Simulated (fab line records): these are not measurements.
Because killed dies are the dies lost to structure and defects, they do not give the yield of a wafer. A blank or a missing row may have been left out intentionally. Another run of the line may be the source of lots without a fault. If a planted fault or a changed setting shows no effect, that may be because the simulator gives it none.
A struck lot beside a sound one :: flow n5-finfet :: 16 steps out of a route of 1938
Sound: wafers L329.1, L329.2, L329.6. Struck: wafers L335.2, L335.3, L335.4. The cause is named last.
Order at every step that has rows: each side's tool, ch and its chambers, its first start. Under that, the readings that differ: sound wafers :: struck wafers :: difference of the means :: sigmas: that difference in standard deviations of wafers without a fault.
alike: words and numbers the same on both sides, and readings whose means are apart by under 2 such deviations; not compared: readings that were withheld, readings missing a value for some wafer, numbers with overlapping values and no deviation given by the record, and bounds like >300 which may hide the same value.
A row with sigmas, a row that says differs or no value, or rows on one side alone: a step with any of these is where the two part. Numbers that have no deviation but don't overlap get no sigmas and don't part them. A reading missing from all wafers of one side parts the sides only when that side holds two or more wafers.

first, 8 steps without rows for these wafers: N5_SD_EPI_P_COAT_34 (time 60 s, resist thk 350 nm); N5_SD_EPI_P_COAT_35 (time 60 s, resist thk 35 nm); N5_SD_EPI_P_COAT_03 (resist thk 150 nm); N5_SD_EPI_P_EBR_05; N5_SD_EPI_P_SOFTBAKE_04 (time 60 s); N5_SD_EPI_P_EXPOSE_06 (exposes mask SD P BLK, target cd 240 nm); N5_SD_EPI_P_PEB_07 (peb time 60 s); N5_SD_EPI_P_DEVELOP_08 (develop time 30 s).
N5_SD_EPI_P_CD_MEAS_09: the cd target is 240 nm.
  sound on cd-sem-03 ch 0, day 6 08:11; struck on cd-sem-03 ch 0, day 7 11:15
  alike: cd-nm
N5_SD_EPI_P_OVL_MEAS_10:
  sound on overlay-02 ch 0, day 6 08:13; struck on overlay-02 ch 0, day 7 11:17
  alike: SD_P_BLK_OVL
N5_SD_EPI_P_INSPECT_11: inspects for defects (macro).
  sound on defect-inspect-01, day 6 08:14; struck on defect-inspect-01, day 7 11:18
  alike: raw-defect-count
N5_SD_EPI_P_DESCUM_14: chemistry O2, time 7.9 s.
  sound on rie-diel-02 ch 0,2, day 6 08:44; struck on rie-diel-03 ch 0,3, day 7 11:20
  alike: drypump-motor-current-A, oes-product-au, rf-vpp-V, showerhead-plenum-p-Torr, throttle-valve-pct
  not compared: rf-hours-counter-h
N5_SD_EPI_P_ETCH_36: etches SiARC in CF4, target depth 45.5 nm, time 75.8 s.
  sound on rie-diel-02 ch 0,2, day 6 08:46; struck on rie-diel-03 ch 0,3, day 7 11:22
reading: bias-w (W)
sound: 35.85 35.86 35.80
struck: 37.65 37.77 37.49
difference: +1.80
sigmas: +15

reading: rf-vpp-V (V)
sound: 183.1 187.3 186.5
struck: 190.4 190.2 190.1
difference: +4.6
sigmas: +4
  alike: drypump-motor-current-A, etch-rf-on-time-s, oes-product-au, showerhead-plenum-p-Torr, throttle-valve-pct
  not compared: rf-hours-counter-h
N5_SD_EPI_P_ETCH_37: etches SOC in N2/H2, overetch 108 nm, time 486 s.
  sound on rie-diel-02 ch 0,2, day 6 08:50; struck on rie-diel-03 ch 0,3, day 7 11:26
  alike: bias-w, drypump-motor-current-A, oes-product-au, rf-vpp-V, showerhead-plenum-p-Torr, throttle-valve-pct
  not compared: rf-hours-counter-h
-- record jumps: 5 days separate the struck wafers' starts on either side; left off in module SD_EPI_P, taken up again in module BEOL_M4, whose first shown step is the route's number 1111 --
N5_BEOL_M4_RC_MEAS_101:
  sound on prober-02 ch 0, day 10 20:58; struck on prober-01 ch 0, day 12 04:49
reading: IOFF_N (nA/um)
sound: 0.131 0.178 0.165
struck: 0.203 0.206 0.194
difference: +0.043
sigmas: +2

reading: IOFF_P (nA/um)
sound: 0.167 0.220 0.213
struck: 0.260 0.262 0.248
difference: +0.057
sigmas: +2

reading: VT_N (mV)
sound: 253.5 251.5 251.8
struck: 247.5 245.3 247.8
difference: -5.4
sigmas: -2
  alike: DIBL_N, DIBL_P, ION_N, ION_P, SS_N, SS_P, VT_P
-- here the record skips 5 days between the struck wafers' starts before and after, leaving off in module BEOL_M4 and picking up in module PASSIVATION (first step shown: number 1936 of the route) --
N5_PASSIVATION_PROBE_49:
  record: rows for the struck wafers here (prober-01, day 16 19:21), none for the sound ones

## WHERE THEY PART
Earliest at N5_SD_EPI_P_ETCH_36; latest, in this record, at N5_PASSIVATION_PROBE_49.

WHY: the cause the simulator had injected
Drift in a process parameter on rie-diel-03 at N5_SD_EPI_P_ETCH_36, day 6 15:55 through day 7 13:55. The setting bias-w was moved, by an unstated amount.
